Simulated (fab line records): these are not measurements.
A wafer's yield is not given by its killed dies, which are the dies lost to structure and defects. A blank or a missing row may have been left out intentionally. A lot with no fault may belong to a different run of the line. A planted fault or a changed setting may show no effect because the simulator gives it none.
Matching of chambers	flow nand-harc	4 sister chambers for NHARC_P_STI_CMP_21 on cmp-01
The step polishes, t overpolish 20 s, target thk 380.67 nm. 4 wafers are shown with their chamber, then 7 later ones without.

WAFERS PAIRED WITH THEIR CHAMBERS
wafer	chamber	motor-current-A (A)
L940.4	2	13.0
L945.6	0	12.9
L946.3	1	12.8
L946.4	3	9.5

WAFERS MISSING THEIR CHAMBER
wafer	motor-current-A (A)
L946.6	13.3
L954.1	13.1
L954.5	12.8
L954.6	9.6
L961.2	9.7
L961.4	12.7
L961.5	9.9

EACH ONE'S CHAMBER
wafer	from the rows above	in truth
L946.6	can't be placed: 2 or 0 or 1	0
L954.1	can't be placed: 2 or 0 or 1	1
L954.5	can't be placed: 1 or 0 or 2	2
L954.6	3	3
L961.2	3	3
L961.4	can't be placed: 1 or 0 or 2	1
L961.5	3	3
Correctly placed: 3 of 7. These rows do not allow placing 4 (true chamber among the candidates in 4). Number placed wrongly: 0.
How it was worked out, from the rows above alone: a wafer's distance from a chamber is the root of the sum, over the readings, of the square of ((its reading less the chamber's mean) divided by the reading's scatter). If the next closest chamber is less than 2 further off than the closest, the wafer can't be placed; otherwise it belongs to the closest. The mean given for a chamber averages the wafers shown for that chamber. The scatter (one wafer shown for each chamber): square how far every hidden wafer sits from the nearest shown wafer, average those squares and take the square root.
